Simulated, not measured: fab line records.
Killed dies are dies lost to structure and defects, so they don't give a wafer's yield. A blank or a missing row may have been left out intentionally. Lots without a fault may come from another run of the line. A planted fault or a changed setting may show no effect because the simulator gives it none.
Chamber matching ; flow nand_harc ; rie_diel-08 running NHARC_A_STAIRCASE_DESCUM_312: 4 sister chambers
The step chemistry O2, time 3 s. 4 wafers are shown with their chamber, then 11 later ones without.

== WAFERS WITH THEIR CHAMBER ==
wafer;chamber;showerhead_plenum_p_Torr (Torr)
L076.6;2;1.79
L086.1;0;1.84
L086.4;1;2.01
L090.2;3;1.87

== WAFERS WITHOUT THEIR CHAMBER ==
wafer;showerhead_plenum_p_Torr (Torr)
L090.4;2.00
L090.6;1.84
L091.1;1.84
L091.3;1.78
L091.6;1.78
L095.3;1.87
L095.5;2.00
L095.6;1.83
L097.1;1.78
L097.2;2.00
L097.6;1.86

== EACH ONE'S CHAMBER ==
wafer;from the rows above;in truth
L090.4;1;1
L090.6;0;0
L091.1;0;0
L091.3;2;2
L091.6;2;2
L095.3;3;3
L095.5;1;1
L095.6;0;0
L097.1;2;2
L097.2;1;1
L097.6;can't be placed: 3 or 0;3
10 of 11 placed correctly. Can't be placed from these rows: 1 (the true chamber is among the candidates in 1). Number placed wrongly: 0.
How it was worked out, from the rows above alone: a wafer's distance from a chamber is the root of the sum, over the readings, of the square of ((its reading less the chamber's mean) divided by the reading's scatter). The wafer belongs to the nearest chamber; if the next one is less than 2 further off, it can't be placed. Each chamber's mean is taken over the wafers shown for it. The scatter (one wafer shown for each chamber): square how far every hidden wafer sits from the nearest shown wafer, average those squares and take the square root.
